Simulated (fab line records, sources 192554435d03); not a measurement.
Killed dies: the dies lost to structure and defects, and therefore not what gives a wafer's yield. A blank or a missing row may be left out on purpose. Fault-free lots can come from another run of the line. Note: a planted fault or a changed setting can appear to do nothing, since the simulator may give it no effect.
fab line records	flow n5Finfet
record: lots: 7	wafers: 21
route steps=1938 shown BEOL_M5@1140 BEOL_M6@1218 BEOL_M8@1339
startH: start of the lot's first displayed wafer, in hours after the record's first day	waitH: hours since the lot's step before	" repeats the value in the row above	L1.1+2: one row covering several wafers at once	- value missing, or start not given	* or withheld: withheld	< > ~ a bound
route shown NAME@n: names a module that has steps shown in the file, with the first one's number in the route	usual: the fault-free wafers' mean and standard deviation	same: alike in all rows	chamber/n: place in a boat	sites: each site's reading	_std_site: how widely they spread, as a standard deviation	_edge_site: mean of outer sites minus mean of inner sites	radiusMm: for every site, how far away it sits from the centre of the wafer	mask NAME#n: copy n	behind: the last tool/chamber to shape the wafer	hold: why the lot was held/for how many hours/how that ended	device: which transistor (n, p or np) failed to switch	end of line: at the end of the route, the tests of the same wafers	a step without rows: its recipe alone	killed: count of dies lost to structure and defects at first sort (not the wafer's yield)	map: the dies of a wafer, with x for killed, . for not killed, _ for no die there
set.NAME: the setting that was run; set.NAME@STEP: the one run at that earlier step	model.NAME: the simulator's own value behind a step, which no gauge read
lots with deliberately changed settings; one table per step, one row per wafer
== steps ==
step: N5_BEOL_M5_COAT_66
recipe: resist: SiARC	tempC: 220	timeS: 60	spinRpm: 1500	resistThkNm: 12
lot.wafer	tool	chamber	startH	waitH	set.spinRpm	model.SiARC_of_BEOL_M5_COAT_66.thkNm
L074.1+2+3	lithoTrack-01	0	-	-	1500	12
L075.1	lithoTrack-05	0	-	-	1500	12
L075.3	"	0	"	"	1423	12.4
L075.5	"	0	"	"	1423	12.2
L081.2+4	lithoTrack-03	0	-	-	1655	11.4
L081.3	"	0	"	"	1500	12
L084.3+4+6	lithoTrack-03	0	-	-	1500	12
L085.1+6	lithoTrack-01	0	-	-	1500	12
L085.2	"	0	"	"	1386	12.6
L092.2+5	lithoTrack-03	0	-	-	1631	11.6
L092.3	"	0	"	"	1500	12
L094.2+3+6	lithoTrack-01	0	-	-	1500	12
step: N5_BEOL_M5_COAT_74
recipe: resist: underlayer	tempC: 205	timeS: 60	spinRpm: 1500	resistThkNm: 5
step: N5_BEOL_M5_COAT_22
recipe: resist: CAR-EUV	spinRpm: 1500	resistThkNm: 30
step: N5_BEOL_M5_DESCUM_33
recipe: chemistry: O2	timeS: 7	sourcePowerW: 50	biasPowerW: 20	pressureMtorr: 20	rfFrequencyHz: 2.712e+07	tempC: 40	resist: CAR-EUV	o2FlowSccm: 225
step: N5_BEOL_M5_ETCH_75
recipe: chemistry: N2/H2	target: underlayer	targetDepthA: 65	maskMaterial: CAR-EUV	timeS: 5.2	ionEnergyEv: 200	pressureMtorr: 30	sourceW: 840	biasW: 150	n2FlowSccm: 200	h2FlowSccm: 200	ends: cleared
step: N5_BEOL_M5_ETCH_67
recipe: chemistry: CF4	target: SiARC	targetDepthA: 156	maskMaterial: CAR-EUV	timeS: 26	ionEnergyEv: 80	pressureMtorr: 40	sourceW: 545	biasW: 36	Ar_flow_sccm: 100	cf4FlowSccm: 100	ends: cleared
lot.wafer	tool	chamber	startH	waitH	set.spinRpm@BEOL_M5_COAT_66	model.etch.depthNm
L074.1	rieDiel-02	1	205.73	0.0	1500	12.03
L074.2	"	2	"	"	1500	12.02
L074.3	"	0	"	"	1500	11.99
L075.1	rieDiel-04	3	211.26	0.0	1500	11.96
L075.3	"	0	"	"	1423	12.32
L075.5	"	2	"	"	1423	12.3
L081.2	rieDiel-04	2	220.45	0.0	1655	11.44
L081.3	"	0	"	"	1500	12.02
L081.4	"	1	"	"	1655	11.37
L084.3	rieDiel-05	3	252.73	0.0	1500	12.02
L084.4	"	0	"	"	1500	12.03
L084.6	"	0	"	"	1500	12.05
L085.1	rieDiel-04	2	257.94	0.0	1500	12.01
L085.2	"	0	"	"	1386	12.52
L085.6	"	2	"	"	1500	12.04
L092.2	rieDiel-04	2	303.95	0.0	1631	11.53
L092.3	"	1	"	"	1500	12.04
L092.5	"	2	"	"	1631	11.51
L094.2	rieDiel-05	2	311.00	0.0	1500	12.06
L094.3	"	3	"	"	1500	12.05
L094.6	"	1	"	"	1500	12.08
step: N5_BEOL_M5_ETCH_68
recipe: chemistry: N2/H2	target: SOC	targetDepthA: 800	overetchA: 160	maskMaterial: SiARC	tempC: 40	timeS: 120	ionEnergyEv: 200	pressureMtorr: 30	sourceW: 840	biasW: 150	n2FlowSccm: 200	h2FlowSccm: 200
lot.wafer	tool	chamber	startH	waitH	set.spinRpm@BEOL_M5_COAT_65	set.spinRpm@BEOL_M5_COAT_66	model.etch.depthNm	model.SiARC_of_BEOL_M5_COAT_66.thkNm
L074.1	rieDiel-02	1	205.75	0.0	1500	1500	59.62	6.8
L074.2	"	2	"	"	1500	1500	59.7	6.4
L074.3	"	0	"	"	1500	1500	60.01	6.6
L075.1	rieDiel-04	3	211.29	0.0	1500	1500	59.89	6.2
L075.3	"	0	"	"	1581	1423	58.48	7
L075.5	"	2	"	"	1500	1423	59.95	6.8
L081.2	rieDiel-04	2	220.48	0.0	1500	1655	60.26	5.8
L081.3	"	0	"	"	1500	1500	60.22	6.8
L081.4	"	1	"	"	1500	1655	60.03	5.8
L084.3	rieDiel-05	3	252.76	0.0	1588	1500	58.14	6.4
L084.4	"	0	"	"	1500	1500	59.81	6.6
L084.6	"	0	"	"	1500	1500	59.89	6.6
L085.1	rieDiel-04	2	257.96	0.0	1500	1500	60.07	6.4
L085.2	"	0	"	"	1500	1386	60.05	7.2
L085.6	"	2	"	"	1500	1500	60.25	6.4
L092.2	rieDiel-04	2	303.98	0.0	1500	1631	59.85	6
L092.3	"	1	"	"	1500	1500	60.02	6.6
L092.5	"	2	"	"	1500	1631	59.75	5.8
L094.2	rieDiel-05	2	311.03	0.0	1500	1500	59.93	6.4
L094.3	"	3	"	"	1500	1500	59.95	6.4
L094.6	"	1	"	"	1570	1500	58.8	6.4
step: N5_BEOL_M5_STRIP_69
recipe: chemistry: N2/H2	tempC: 40	n2FlowSccm: 200	h2FlowSccm: 200	rfFrequencyHz: 6e+07
step: N5_BEOL_M5_STRIP_76
recipe: chemistry: N2/H2	tempC: 40	n2FlowSccm: 200	h2FlowSccm: 200	rfFrequencyHz: 6e+07
step: N5_BEOL_M5_VIA_ETCH_34
recipe: chemistry: C4F6/O2	target: SiCOH_lowk	targetDepthA: 883	maskMaterial: SOC	taperDeg: 4	timeS: 39.2	ionEnergyEv: 250	pressureMtorr: 30	sourceW: 345	biasW: 185	Ar_flow_sccm: 300	C4F6_flow_sccm: 10	O2_flow_sccm: 10
lot.wafer	tool	chamber	startH	waitH	set.spinRpm@BEOL_M5_COAT_65	model.SOC_of_BEOL_M5_COAT_65.thkNm
L074.1+2	rieDiel-02	1,2	205.85	0.0	1500	55.6
L074.3	"	0	"	"	1500	56
L075.1	rieDiel-04	3	211.39	0.0	1500	55.6
L075.3	"	0	"	"	1581	54.6
L075.5	"	2	"	"	1500	55.8
L081.2+3	rieDiel-04	2,0	220.58	0.0	1500	56.2
L081.4	"	1	"	"	1500	56
L084.3	rieDiel-05	3	252.86	0.0	1588	54
L084.4+6	"	0	"	"	1500	55.8
L085.1	rieDiel-04	2	258.06	0.0	1500	55.8
L085.2	"	0	"	"	1500	56
L085.6	"	2	"	"	1500	56.2
L092.2	rieDiel-04	2	304.08	0.0	1500	55.8
L092.3	"	1	"	"	1500	56
L092.5	"	2	"	"	1500	55.6
L094.2+3	rieDiel-05	2,3	311.13	0.0	1500	55.8
L094.6	"	1	"	"	1570	54.6
step: N5_BEOL_M6_COAT_63
recipe: resist: SOC	tempC: 250	timeS: 60	spinRpm: 1500	resistThkNm: 60
lot.wafer	tool	chamber	startH	waitH	set.spinRpm	model.SOC_of_BEOL_M6_COAT_63.thkNm
L074.1+3	lithoTrack-02	0	220.00	2.2	1500	60
L074.2	"	0	"	"	1500	59.8
L075.1+3	lithoTrack-04	0	223.39	0.8	1500	60.2
L075.5	"	0	"	"	1576	58.8
L081.2+3	lithoTrack-02	0	231.37	0.2	1500	60
L081.4	"	0	"	"	1500	60.2
L084.3+6	lithoTrack-04	0	266.47	0.9	1445	61.2
L084.4	"	0	"	"	1500	59.8
L085.1+2	lithoTrack-04	0	269.85	1.0	1500	59.8
L085.6	"	0	"	"	1500	60
L092.2	lithoTrack-03	0	317.54	0.5	1550	59.2
L092.3	"	0	"	"	1500	60
L092.5	"	0	"	"	1500	60.4
L094.2	lithoTrack-04	0	321.86	1.1	1500	59.8
L094.3	"	0	"	"	1572	58.4
L094.6	"	0	"	"	1572	58.6
step: N5_BEOL_M6_EXPOSE_25
recipe: maskId: V5	na: 0.33	sourceShape: annular	sigmaInner: 0.4	sigmaOuter: 0.8	polarization: unpolarized	targetCdNm: 40	doseMj: 45
lot.wafer	tool	chamber	startH	waitH	mask	set.doseMj
L074.1+2+3	euvScanner-02	0	220.13	-	V5#0	45
L075.1+3	euvScanner-02	0	223.65	-	V5#0	45
L075.5	"	0	"	"	V5#0	46
L081.2+3+4	euvScanner-02	0	231.64	-	V5#0	45
L084.3+4+6	euvScanner-02	0	266.67	-	V5#0	45
L085.1	euvScanner-02	0	269.99	-	V5#0	45
L085.2+6	"	0	"	"	V5#0	47.42
L092.2+3+5	euvScanner-01	0	317.81	-	V5#0	45
L094.2	euvScanner-01	0	322.30	-	V5#0	45
L094.3+6	"	0	"	"	V5#0	47.91
step: N5_BEOL_M6_PEB_26
recipe: pebTempC: 100	pebTimeS: 60	resist: CAR-EUV
step: N5_BEOL_M6_DEVELOP_27
recipe: developTimeS: 30	developer: TMAH	resist: CAR-EUV	rinseLiquid: surfactantRinse	dry: airSpin	devTempC: 23
step: N5_BEOL_M6_CD_MEAS_28
recipe: targetCdNm: 40	landingEnergyEv: 500	detector: seInlens
usual: cdNm: 40.14/0.23
lot.wafer	tool	chamber	startH	waitH	set.doseMj@BEOL_M6_EXPOSE_25	cdNm
L074.1	cdSem-03	0	220.27	-	45	39.80
L074.2	"	0	"	"	45	40.55
L074.3	"	0	"	"	45	40.00
L075.1	cdSem-02	0	223.79	-	45	40.04
L075.3	"	0	"	"	45	40.39
L075.5	"	0	"	"	46	40.66
L081.2	cdSem-03	0	231.77	-	45	40.35
L081.3	"	0	"	"	45	40.26
L081.4	"	0	"	"	45	40.26
L084.3	cdSem-03	0	266.79	-	45	40.38
L084.4	"	0	"	"	45	40.03
L084.6	"	0	"	"	45	40.60
L085.1	cdSem-03	0	270.12	-	45	40.03
L085.2	"	0	"	"	47.42	41.16
L085.6	"	0	"	"	47.42	41.12
L092.2	cdSem-02	0	317.93	-	45	40.31
L092.3	"	0	"	"	45	40.27
L092.5	"	0	"	"	45	40.49
L094.2	cdSem-03	0	322.43	-	45	40.20
L094.3	"	0	"	"	47.91	41.50
L094.6	"	0	"	"	47.91	41.75
step: N5_BEOL_M6_DESCUM_33
recipe: chemistry: O2	timeS: 7	sourcePowerW: 50	biasPowerW: 20	pressureMtorr: 20	rfFrequencyHz: 2.712e+07	tempC: 40	resist: CAR-EUV	o2FlowSccm: 225
lot.wafer	tool	chamber	startH	waitH	set.doseMj@BEOL_M6_EXPOSE_25	model.BEOL_M6.cdNm
L074.1+2	rieDiel-01	1,0	220.39	0.0	45	40.2
L074.3	"	2	"	"	45	40
L075.1	rieDiel-01	0	224.03	0.2	45	40
L075.3	"	1	"	"	45	40.2
L075.5	"	1	"	"	46	40.6
L081.2	rieDiel-01	2	231.89	0.0	45	39.8
L081.3	"	0	"	"	45	40.4
L081.4	"	1	"	"	45	40.2
L084.3	rieDiel-06	3	267.13	0.3	45	40.4
L084.4+6	"	0,1	"	"	45	40.2
L085.1	rieDiel-06	1	270.28	0.1	45	40.2
L085.2	"	3	"	"	47.42	41.2
L085.6	"	1	"	"	47.42	41.4
L092.2+3	rieDiel-06	0,1	318.10	0.1	45	40
L092.5	"	1	"	"	45	40.2
L094.2	rieDiel-06	1	322.97	0.5	45	40.2
L094.3+6	"	2,0	"	"	47.91	41.8
step: N5_BEOL_M6_ETCH_72
recipe: chemistry: N2/H2	target: underlayer	targetDepthA: 65	maskMaterial: CAR-EUV	timeS: 5.2	ionEnergyEv: 200	pressureMtorr: 30	sourceW: 840	biasW: 150	n2FlowSccm: 200	h2FlowSccm: 200	ends: cleared
step: N5_BEOL_M6_ETCH_65
recipe: chemistry: CF4	target: SiARC	targetDepthA: 156	maskMaterial: CAR-EUV	timeS: 26	ionEnergyEv: 80	pressureMtorr: 40	sourceW: 545	biasW: 36	Ar_flow_sccm: 100	cf4FlowSccm: 100	ends: cleared
lot.wafer	tool	chamber	startH	waitH	set.doseMj@BEOL_M6_EXPOSE_25	model.BEOL_M6.cdNm
L074.1	rieDiel-01	1	220.44	0.0	45	40
L074.2+3	"	0,2	"	"	45	40.2
L075.1	rieDiel-01	0	224.08	0.0	45	40
L075.3	"	1	"	"	45	40.2
L075.5	"	1	"	"	46	40.6
L081.2	rieDiel-01	2	231.94	0.0	45	40
L081.3	"	0	"	"	45	40.4
L081.4	"	1	"	"	45	40.2
L084.3	rieDiel-06	3	267.18	0.0	45	40.4
L084.4	"	0	"	"	45	40.2
L084.6	"	1	"	"	45	40
L085.1	rieDiel-06	1	270.33	0.0	45	40.2
L085.2	"	3	"	"	47.42	41.2
L085.6	"	1	"	"	47.42	41.4
L092.2	rieDiel-06	0	318.15	0.0	45	40
L092.3+5	"	1	"	"	45	40.2
L094.2	rieDiel-06	1	323.02	0.0	45	40.2
L094.3	"	2	"	"	47.91	41.8
L094.6	"	0	"	"	47.91	41.6
step: N5_BEOL_M6_ETCH_66
recipe: chemistry: N2/H2	target: SOC	targetDepthA: 800	overetchA: 160	maskMaterial: SiARC	tempC: 40	timeS: 120	ionEnergyEv: 200	pressureMtorr: 30	sourceW: 840	biasW: 150	n2FlowSccm: 200	h2FlowSccm: 200
lot.wafer	tool	chamber	startH	waitH	set.spinRpm@BEOL_M6_COAT_63	model.etch.depthNm
L074.1	rieDiel-01	1	220.47	0.0	1500	60.1
L074.2	"	0	"	"	1500	59.84
L074.3	"	2	"	"	1500	60
L075.1	rieDiel-01	0	224.11	0.0	1500	60.22
L075.3	"	1	"	"	1500	60.29
L075.5	"	1	"	"	1576	58.82
L081.2	rieDiel-01	2	231.97	0.0	1500	60.09
L081.3	"	0	"	"	1500	59.99
L081.4	"	1	"	"	1500	60.25
L084.3	rieDiel-06	3	267.21	0.0	1445	61.15
L084.4	"	0	"	"	1500	59.89
L084.6	"	1	"	"	1445	61.2
L085.1	rieDiel-06	1	270.36	0.0	1500	59.8
L085.2	"	3	"	"	1500	59.81
L085.6	"	1	"	"	1500	59.91
L092.2	rieDiel-06	0	318.18	0.0	1550	59.11
L092.3	"	1	"	"	1500	59.96
L092.5	"	1	"	"	1500	60.38
L094.2	rieDiel-06	1	323.05	0.0	1500	59.85
L094.3	"	2	"	"	1572	58.39
L094.6	"	0	"	"	1572	58.54
step: N5_BEOL_M6_STRIP_69
recipe: chemistry: N2/H2	tempC: 40	n2FlowSccm: 200	h2FlowSccm: 200	rfFrequencyHz: 6e+07
step: N5_BEOL_M6_STRIP_73
recipe: chemistry: N2/H2	tempC: 40	n2FlowSccm: 200	h2FlowSccm: 200	rfFrequencyHz: 6e+07
step: N5_BEOL_M6_VIA_ETCH_34
recipe: chemistry: C4F6/O2	target: SiCOH_lowk	targetDepthA: 1263	maskMaterial: SOC	taperDeg: 4	timeS: 50.9	ionEnergyEv: 250	pressureMtorr: 30	sourceW: 345	biasW: 185	Ar_flow_sccm: 300	C4F6_flow_sccm: 10	O2_flow_sccm: 10
lot.wafer	tool	chamber	startH	waitH	set.spinRpm@BEOL_M6_COAT_63	model.SOC_of_BEOL_M6_COAT_63.thkNm
L074.1+3	rieDiel-01	1,2	220.57	0.0	1500	54
L074.2	"	0	"	"	1500	53.8
L075.1	rieDiel-01	0	224.21	0.0	1500	54
L075.3	"	1	"	"	1500	54.2
L075.5	"	1	"	"	1576	52.8
L081.2	rieDiel-01	2	232.07	0.0	1500	54
L081.3	"	0	"	"	1500	53.8
L081.4	"	1	"	"	1500	54.2
L084.3	rieDiel-06	3	267.31	0.0	1445	54.8
L084.4	"	0	"	"	1500	53.8
L084.6	"	1	"	"	1445	55
L085.1+6	rieDiel-06	1	270.46	0.0	1500	53.8
L085.2	"	3	"	"	1500	53.6
L092.2	rieDiel-06	0	318.28	0.0	1550	53
L092.3	"	1	"	"	1500	53.8
L092.5	"	1	"	"	1500	54.4
L094.2	rieDiel-06	1	323.15	0.0	1500	53.8
L094.3	"	2	"	"	1572	52.2
L094.6	"	0	"	"	1572	52.4
step: N5_BEOL_M8_COAT_05
recipe: resist: CAR-ArF	spinRpm: 1500	resistThkNm: 90
lot.wafer	tool	chamber	startH	waitH	set.spinRpm	model.CAR-ArF_of_BEOL_M8_COAT_05.thkNm
L074.1+3	lithoTrack-02	0	-	-	1500	89.8
L074.2	"	0	"	"	1500	90
L075.1	lithoTrack-02	0	-	-	1500	89.8
L075.3+5	"	0	"	"	1500	90
L081.2+3	lithoTrack-03	0	-	-	1500	90.2
L081.4	"	0	"	"	1500	90
L084.3	lithoTrack-03	0	-	-	1415	92.6
L084.4	"	0	"	"	1500	90
L084.6	"	0	"	"	1500	89.8
L085.1	lithoTrack-05	0	-	-	1500	90.2
L085.2	"	0	"	"	1500	90
L085.6	"	0	"	"	1500	89.8
L092.2	lithoTrack-02	0	-	-	1500	90
L092.3	"	0	"	"	1500	90.2
L092.5	"	0	"	"	1343	95.2
L094.2+6	lithoTrack-05	0	-	-	1500	90.2
L094.3	"	0	"	"	1576	88
step: N5_BEOL_M8_EBR_07
recipe: solvent: PGMEA	ebrWidthMm: 1.5
step: N5_BEOL_M8_SOFTBAKE_06
recipe: tempC: 110	timeS: 60	resist: CAR-ArF
step: N5_BEOL_M8_EXPOSE_08
recipe: maskId: M8	na: 1.35	sourceShape: dipole	sigmaInner: 0.817	sigmaOuter: 0.97	polarization: te	doseMj: 68.25
step: N5_BEOL_M8_PEB_09
recipe: pebTempC: withheld	pebTimeS: 60	resist: CAR-ArF
step: N5_BEOL_M8_DEVELOP_10
recipe: developTimeS: 30	developer: TMAH	resist: CAR-ArF	rinseLiquid: diw	dry: airSpin	devTempC: 23
lot.wafer	tool	chamber	startH	waitH	set.spinRpm@BEOL_M8_COAT_05	model.CAR-ArF_of_BEOL_M8_COAT_05.thkNm
L074.1+3	lithoTrack-02	0	-	-	1500	88
L074.2	"	0	"	"	1500	88.2
L075.1	lithoTrack-05	0	-	-	1500	88
L075.3+5	"	0	"	"	1500	88.4
L081.2+4	lithoTrack-05	0	-	-	1500	88.4
L081.3	"	0	"	"	1500	88.6
L084.3	lithoTrack-03	0	-	-	1415	90.8
L084.4	"	0	"	"	1500	88.2
L084.6	"	0	"	"	1500	88
L085.1+2	lithoTrack-03	0	-	-	1500	88.4
L085.6	"	0	"	"	1500	88.2
L092.2	lithoTrack-03	0	-	-	1500	88.2
L092.3	"	0	"	"	1500	88.4
L092.5	"	0	"	"	1343	93.6
L094.2+6	lithoTrack-05	0	-	-	1500	88.4
L094.3	"	0	"	"	1576	86.2
step: N5_BEOL_M8_ETCH_61
recipe: chemistry: CF4	target: SiARC	targetDepthA: 455	maskMaterial: CAR-ArF	timeS: 75.8	ionEnergyEv: 80	pressureMtorr: 40	sourceW: 545	biasW: 36	Ar_flow_sccm: 100	cf4FlowSccm: 100	ends: cleared
usual: rfVppV: 183.7/1.1
lot.wafer	tool	chamber	startH	waitH	set.biasW	rfVppV
L074.1	rieDiel-01	1	236.65	0.0	36	183.9
L074.2	"	3	"	"	36	183.5
L074.3	"	2	"	"	36	182.7
L075.1	rieDiel-01	3	240.61	0.0	36	183.5
L075.3	"	2	"	"	33.86	175.5
L075.5	"	2	"	"	33.86	176.6
L081.2	rieDiel-06	1	248.31	0.0	41.3	201.7
L081.3	"	0	"	"	36	182.1
L081.4	"	1	"	"	36	183.1
L084.3	rieDiel-06	0	284.69	0.0	36	183.1
L084.4	"	3	"	"	36	185.5
L084.6	"	2	"	"	30.89	167.4
L085.1	rieDiel-06	3	285.68	0.0	30.05	164.2
L085.2	"	2	"	"	36	185.1
L085.6	"	3	"	"	30.05	162.9
L092.2	rieDiel-06	0	332.37	0.0	32.68	173.5
L092.3	"	2	"	"	36	185.0
L092.5	"	0	"	"	36	182.7
L094.2	rieDiel-01	1	340.10	0.0	36	183.0
L094.3	"	2	"	"	38.12	190.3
L094.6	"	0	"	"	36	185.9
step: N5_BEOL_M8_DESCUM_33
recipe: chemistry: O2	timeS: 7	sourcePowerW: 50	biasPowerW: 20	pressureMtorr: 20	rfFrequencyHz: 2.712e+07	tempC: 40	resist: CAR-EUV	o2FlowSccm: 225
lot.wafer	tool	chamber	startH	waitH	set.timeS	model.CAR-EUV_of_BEOL_M8_COAT_22.thkNm
L074.1+3	rieDiel-01	1,2	239.21	0.6	7	26.2
L074.2	"	3	"	"	7	26
L075.1	rieDiel-06	2	242.94	1.1	7.696	25.8
L075.3	"	0	"	"	7	26
L075.5	"	0	"	"	7.696	25.6
L081.2+3+4	rieDiel-03	3,1,2	249.66	0.0	7	26
L084.3+4	rieDiel-03	3,0	289.11	0.5	7	25.8
L084.6	"	2	"	"	7	26
L085.1+2	rieDiel-06	0,2	289.20	0.5	7	26
L085.6	"	3	"	"	6.463	26.4
L092.2+5	rieDiel-01	0,1	335.29	0.0	6.367	26.4
L092.3	"	1	"	"	7	26.2
L094.2	rieDiel-06	3	342.22	0.0	7.679	25.8
L094.3+6	"	0,2	"	"	7	26.2
== key ==
split: step: N5_BEOL_M5_COAT_66	setting: spinRpm	stated: 1500	by: wafer
response: step: N5_BEOL_M5_COAT_66	reading: model.SiARC_of_BEOL_M5_COAT_66.thkNm	change: -0.0591	per: 1%	r: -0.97
response: step: N5_BEOL_M5_ETCH_67	reading: model.etch.depthNm	change: -0.0611	per: 1%	r: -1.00
response: step: N5_BEOL_M5_ETCH_68	reading: model.SiARC_of_BEOL_M5_COAT_66.thkNm	change: -0.0978	per: 1%	r: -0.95
split: step: N5_BEOL_M6_COAT_63	setting: spinRpm	stated: 1500	by: wafer
response: step: N5_BEOL_M6_COAT_63	reading: model.SOC_of_BEOL_M6_COAT_63.thkNm	change: -0.298	per: 1%	r: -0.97
response: step: N5_BEOL_M6_ETCH_66	reading: model.etch.depthNm	change: -0.302	per: 1%	r: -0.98
response: step: N5_BEOL_M6_VIA_ETCH_34	reading: model.SOC_of_BEOL_M6_COAT_63.thkNm	change: -0.293	per: 1%	r: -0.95
split: step: N5_BEOL_M6_EXPOSE_25	setting: doseMj	stated: 45	by: wafer
response: step: N5_BEOL_M6_CD_MEAS_28	reading: cdNm	change: +0.213	per: 1%	r: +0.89
response: step: N5_BEOL_M6_DESCUM_33	reading: model.BEOL_M6.cdNm	change: +0.23	per: 1%	r: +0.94
response: step: N5_BEOL_M6_ETCH_65	reading: model.BEOL_M6.cdNm	change: +0.221	per: 1%	r: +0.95
split: step: N5_BEOL_M8_COAT_05	setting: spinRpm	stated: 1500	by: wafer
response: step: N5_BEOL_M8_COAT_05	reading: model.CAR-ArF_of_BEOL_M8_COAT_05.thkNm	change: -0.477	per: 1%	r: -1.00
response: step: N5_BEOL_M8_DEVELOP_10	reading: model.CAR-ArF_of_BEOL_M8_COAT_05.thkNm	change: -0.49	per: 1%	r: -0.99
split: step: N5_BEOL_M8_ETCH_61	setting: biasW	stated: 36	by: wafer
response: step: N5_BEOL_M8_ETCH_61	reading: rfVppV	change: +1.24	per: 1%	r: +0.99
split: step: N5_BEOL_M8_DESCUM_33	setting: timeS	stated: 7	by: wafer
response: step: N5_BEOL_M8_DESCUM_33	reading: model.CAR-EUV_of_BEOL_M8_COAT_22.thkNm	change: -0.0352	per: 1%	r: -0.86
split outsideThisFile step=N5_BEOL_M5_COAT_65 setting=spinRpm
split outsideThisFile: this setting was split too, and the file shows its column; the key of that split is in another file
